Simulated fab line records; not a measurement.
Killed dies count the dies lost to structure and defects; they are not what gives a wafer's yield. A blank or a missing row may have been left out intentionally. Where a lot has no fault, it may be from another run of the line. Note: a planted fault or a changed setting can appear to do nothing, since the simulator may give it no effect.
Which of the tools did it?    flow n5-finfet    8 lots, 24 wafers sampled, at 7 steps of a route of 1938

## WHAT EACH GAUGE READ, for each wafer
N5_BEOL_M0_SAQP_INSPECT_42: inspects for defects (brightfield).
lot   measured      on                 raw-defect-count
L753  day 5 19:35   defect-inspect-01  249 204 343
L756  day 6 08:19   defect-inspect-01  166 170 159
L763  day 8 04:21   defect-inspect-01  229 271 1251
L771  day 10 09:21  defect-inspect-01  226 320 315
L772  day 10 10:36  defect-inspect-02  304 485 329
L773  day 10 19:53  defect-inspect-02  466 470 500
L774  day 10 23:43  defect-inspect-01  329 459 207
L775  day 11 02:55  defect-inspect-02  413 270 306

N5_BEOL_M0_CUTY_INSPECT_59: inspects for defects (macro).
lot   measured      on                 raw-defect-count
L753  day 5 21:06   defect-inspect-01  2 1 3
L756  day 6 09:44   defect-inspect-01  1 0 2
L763  day 8 05:37   defect-inspect-02  0 4 >300
L771  day 10 10:44  defect-inspect-01  1 3 4
L772  day 10 11:52  defect-inspect-01  1 1 1
L773  day 10 21:17  defect-inspect-01  1 2 1
L774  day 11 01:00  defect-inspect-02  0 3 1
L775  day 11 04:13  defect-inspect-02  0 2 1

N5_BEOL_M4_RC_MEAS_101.
lot   measured      on         DIBL_N (mV/V)   DIBL_P (mV/V)   IOFF_N (nA/um)  IOFF_P (nA/um)  ION_N (uA/um)  ION_P (uA/um)  SS_N (mV/dec)   SS_P (mV/dec)   VT_N (mV)    VT_P (mV)
L753  day 9 13:01   prober-01  33.9 35.4 35.7  34.2 35.7 36.5  0.12 0.16 0.17  0.17 0.19 0.21  659 677 694    451 457 467    71.3 71.1 70.8  73.7 73.4 73.6  252 250 246  -257 -253 -252
L756  day 9 15:58   prober-01  37.4 36.3 33.0  36.8 36.0 32.4  0.14 0.13 0.09  0.21 0.20 0.15  676 670 649    465 468 456    71.4 71.3 70.2  73.0 72.5 72.0  254 252 257  -247 -250 -251
L763  day 12 00:44  prober-02  34.0 36.6 33.7  32.1 35.7 32.3  0.13 0.18 0.12  0.18 0.24 0.18  666 673 665    458 470 460    71.1 72.5 70.4  72.2 73.2 72.5  253 246 253  -250 -246 -248
L771  day 13 16:46  prober-01  40.9 38.3 38.9  41.1 37.2 38.2  0.26 0.18 0.20  0.30 0.23 0.24  700 689 691    476 466 462    72.6 71.8 71.8  75.2 73.6 74.7  243 249 249  -247 -251 -249
L772  day 14 10:02  prober-02  35.0 33.6 33.6  35.2 33.7 34.3  0.14 0.11 0.12  0.18 0.16 0.16  658 645 649    455 447 451    70.9 70.1 70.0  72.9 71.8 71.6  252 254 255  -250 -254 -253
L773  day 14 04:13  prober-01  36.3 36.5 39.1  35.8 36.5 39.1  0.16 0.16 0.21  0.18 0.19 0.23  681 684 696    460 460 462    71.5 71.9 71.9  72.7 73.1 73.3  248 253 245  -254 -252 -251
L774  day 14 21:56  prober-02  36.0 39.7 38.7  34.2 38.0 37.5  0.14 0.20 0.18  0.21 0.28 0.26  677 687 677    467 476 471    71.6 71.6 71.9  73.0 73.2 73.5  251 247 247  -244 -243 -245
L775  day 15 02:20  prober-02  37.0 37.4 35.2  38.6 39.4 37.4  0.19 0.20 0.17  0.23 0.23 0.21  689 696 681    460 470 468    71.7 72.3 71.6  74.1 73.4 73.8  247 247 250  -250 -251 -251

## WHICH TOOL RAN EACH LOT (tool, then ch and the chambers of the sampled wafers, then the start)
lot   N5_BEOL_M0_SAQP_ETCH_84             N5_BEOL_M0_SAQP_HM_OPEN_112         N5_BEOL_M0_SAQP_SPACER1_ETCHBACK_99  N5_BEOL_M0_SAQP_RECESS_104
L753  rie-diel-01 ch 1,3, day 5 15:12     rie-diel-01 ch 1,3, day 5 15:19     rie-diel-01 ch 2,3, day 5 17:07      vapor-etch-02 ch 0,1, day 5 17:34
L756  rie-diel-01 ch 0,2,3, day 6 04:24   rie-diel-01 ch 0,2,3, day 6 04:31   rie-diel-02 ch 1,2,3, day 6 05:41    vapor-etch-02 ch 0,1, day 6 06:08
L763  rie-diel-01 ch 0,1, day 8 00:40     rie-diel-01 ch 0,1, day 8 00:46     rie-diel-05 ch 0,3, day 8 01:59      vapor-etch-01 ch 0,1, day 8 02:34
L771  rie-diel-01 ch 0,1,2, day 10 04:51  rie-diel-01 ch 0,1,2, day 10 04:57  rie-diel-02 ch 0,1,3, day 10 06:13   vapor-etch-02 ch 0,1, day 10 06:40
L772  rie-diel-02 ch 1,2,3, day 10 06:22  rie-diel-02 ch 1,2,3, day 10 06:28  rie-diel-02 ch 0,1,2, day 10 08:07   vapor-etch-02 ch 0,1, day 10 08:35
L773  rie-diel-01 ch 0,1,2, day 10 16:08  rie-diel-01 ch 0,1,2, day 10 16:14  rie-diel-01 ch 1,2, day 10 17:25     vapor-etch-02 ch 0,1, day 10 17:59
L774  rie-diel-01 ch 0,1,2, day 10 19:46  rie-diel-01 ch 0,1,2, day 10 19:52  rie-diel-01 ch 1,2, day 10 21:04     vapor-etch-02 ch 0,1, day 10 21:32
L775  rie-diel-01 ch 0,1,3, day 10 22:58  rie-diel-01 ch 0,1,3, day 10 23:05  rie-diel-01 ch 2,3, day 11 00:25     vapor-etch-02 ch 0,1, day 11 00:59
- N5_BEOL_M0_SAQP_ETCH_84: etches SOC in N2/H2, target depth 100 nm, overetch 20 nm, time 150 s.
- N5_BEOL_M0_SAQP_HM_OPEN_112: chemistry CHF3/O2, target SiO2, stops on a-Si, target depth 12 nm, time 13.5 s.
- N5_BEOL_M0_SAQP_SPACER1_ETCHBACK_99: etches SiO2 in CHF3/O2, target depth 15.4 nm, time 7.7 s.
- N5_BEOL_M0_SAQP_RECESS_104: chemistry HF/NH3, target SiO2, target depth 18 nm, afs cycles 3, sublimation time 60 s.

## AS READ BY THE TOOLS THEMSELVES (means over the sampled wafers that have a number; for cases with no such wafer, the mark the record gives instead)
N5_BEOL_M0_SAQP_ETCH_84.
lot   tool         bias-w (W)  drypump-motor-current-A (A)  n2-flow-sccm (sccm)  oes-product-au (a.u.)  rf-vpp-V (V)  showerhead-plenum-p-Torr (Torr)  throttle-valve-pct (%)
L753  rie-diel-01  150.0       5.8                          200.2                0.74                   526.0         2.60                             17.90
L756  rie-diel-01  149.8       6.0                          200.2                0.74                   523.4         2.52                             17.88
L763  rie-diel-01  150.2       6.0                          200.0                0.67                   525.6         2.62                             18.26
L771  rie-diel-01  149.9       6.0                          200.0                0.82                   526.5         2.64                             17.81
L772  rie-diel-02  150.2       6.1                          200.0                0.74                   524.0         2.60                             17.73
L773  rie-diel-01  150.2       6.0                          199.3                0.81                   526.1         2.63                             17.82
L774  rie-diel-01  149.7       6.0                          200.3                0.82                   526.2         2.63                             17.81
L775  rie-diel-01  150.2       6.0                          200.4                0.78                   524.7         2.59                             17.91

N5_BEOL_M0_SAQP_HM_OPEN_112.
lot   tool         bias-w (W)  drypump-motor-current-A (A)  oes_ar_750_au (a.u.)  oes-product-au (a.u.)  rf-vpp-V (V)  showerhead-plenum-p-Torr (Torr)  throttle-valve-pct (%)
L753  rie-diel-01  170.0       5.8                          0.84                  0.54                   521           2.47                             19.00
L756  rie-diel-01  170.9       6.0                          0.82                  0.54                   530           2.40                             18.97
L763  rie-diel-01  169.8       6.0                          0.76                  0.49                   515           2.47                             19.20
L771  rie-diel-01  169.9       6.0                          0.92                  0.60                   522           2.49                             18.84
L772  rie-diel-02  170.1       6.1                          0.82                  0.54                   524           2.46                             18.69
L773  rie-diel-01  170.3       6.0                          0.91                  0.60                   522           2.49                             18.85
L774  rie-diel-01  169.6       6.0                          0.90                  0.59                   522           2.49                             18.85
L775  rie-diel-01  170.2       6.0                          0.87                  0.57                   524           2.45                             18.97

N5_BEOL_M0_SAQP_SPACER1_ETCHBACK_99.
lot   tool         bias-w (W)  drypump-motor-current-A (A)  oes_ar_750_au (a.u.)  oes-product-au (a.u.)  rf-vpp-V (V)  showerhead-plenum-p-Torr (Torr)  throttle-valve-pct (%)
L753  rie-diel-01  169.5       5.9                          0.77                  0.76                   522           2.33                             19.01
L756  rie-diel-02  170.4       6.0                          0.77                  0.77                   524           2.47                             18.83
L763  rie-diel-05  170.2       5.9                          0.69                  0.70                   530           2.48                             19.11
L771  rie-diel-02  170.1       5.8                          0.84                  0.84                   524           2.50                             18.92
L772  rie-diel-02  169.7       5.8                          0.77                  0.76                   528           2.44                             18.93
L773  rie-diel-01  170.7       5.8                          0.95                  0.96                   518           2.52                             18.76
L774  rie-diel-01  169.7       5.8                          0.94                  0.96                   519           2.52                             18.76
L775  rie-diel-01  169.8       5.9                          0.91                  0.92                   529           2.51                             18.79

N5_BEOL_M0_SAQP_RECESS_104.
lot   tool           drypump-motor-current-A (A)
L753  vapor-etch-02  5.6
L756  vapor-etch-02  5.4
L763  vapor-etch-01  5.7
L771  vapor-etch-02  5.4
L772  vapor-etch-02  5.6
L773  vapor-etch-02  5.6
L774  vapor-etch-02  5.4
L775  vapor-etch-02  5.4

## THE ANSWER, worked out from the rows above alone
Rule: the usual values come from the lots themselves. The widest of any qualifying gaps counts: lots, ordered by their means at a reading, are off when they make up no more than a third of the lots, leave a main group of 4 or more, and stand apart from it by 3 or more times the standard deviation of that group's means. A main group is skipped when, at the precision printed for the reading in the tables above, its means are all equal. A lot without any number at a reading at which 4 lots or more have one is off too. All remaining lots with rows at the step are treated as sound. After the gauges, taken in route order, come the tools' own readings; for these a lot's mean is taken, as printed above. The first step at which some lot is off is used, and at that step the reading that is off furthest; a lot without a number counts as furthest.
Off, at N5_BEOL_M0_SAQP_ETCH_84 on throttle-valve-pct: L763. Main group: mean 17.84 %, sd 0.059.
If a tool, at that step or one of the process steps before it, ran each lot that is off and ran no sound lot following the first of them, it fits. None of those tried fits.

## WHAT THE SIMULATOR HAD INSERTED
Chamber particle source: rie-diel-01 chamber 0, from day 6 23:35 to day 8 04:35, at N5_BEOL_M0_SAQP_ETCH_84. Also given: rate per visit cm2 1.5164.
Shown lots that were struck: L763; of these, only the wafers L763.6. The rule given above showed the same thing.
